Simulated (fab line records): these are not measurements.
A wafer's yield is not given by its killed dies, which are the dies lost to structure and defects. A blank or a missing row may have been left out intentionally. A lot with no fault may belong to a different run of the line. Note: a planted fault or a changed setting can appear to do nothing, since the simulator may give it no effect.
Matching of chambers ; flow n5Finfet ; 3 sister chambers for N5_BEOL_M4_PRE_CLEAN_60 on cvdCo-02
The step time 15 s. 3 wafers are shown with their chamber, then 7 later ones without.

## WAFERS, EACH WITH ITS CHAMBER
wafer;chamber;heaterPowerW (W)
L909.2;2;122
L909.6;0;102
L912.2;1;77

## WAFERS WITHOUT THEIR CHAMBER
wafer;heaterPowerW (W)
L912.6;80
L917.1;107
L917.3;120
L917.6;78
L919.2;105
L919.3;77
L919.6;103

## WHICH CHAMBER EACH WENT THROUGH
wafer;from the rows above;in truth
L912.6;1;1
L917.1;0;0
L917.3;2;2
L917.6;1;1
L919.2;0;0
L919.3;1;1
L919.6;0;0
Correctly placed: 7 of 7. Number that these rows cannot place: 0. Wrongly placed: 0.
How it was worked out, from the rows above alone: a wafer's distance from a chamber is the root of the sum, over the readings, of the square of ((its reading less the chamber's mean) divided by the reading's scatter). The wafer belongs to the nearest chamber; if the next one is less than 2 further off, it can't be placed. Each chamber's mean is taken over the wafers shown for it. The scatter: with one shown wafer a chamber, the root of the mean of the squares of how far each hidden wafer lies from its nearest shown one.
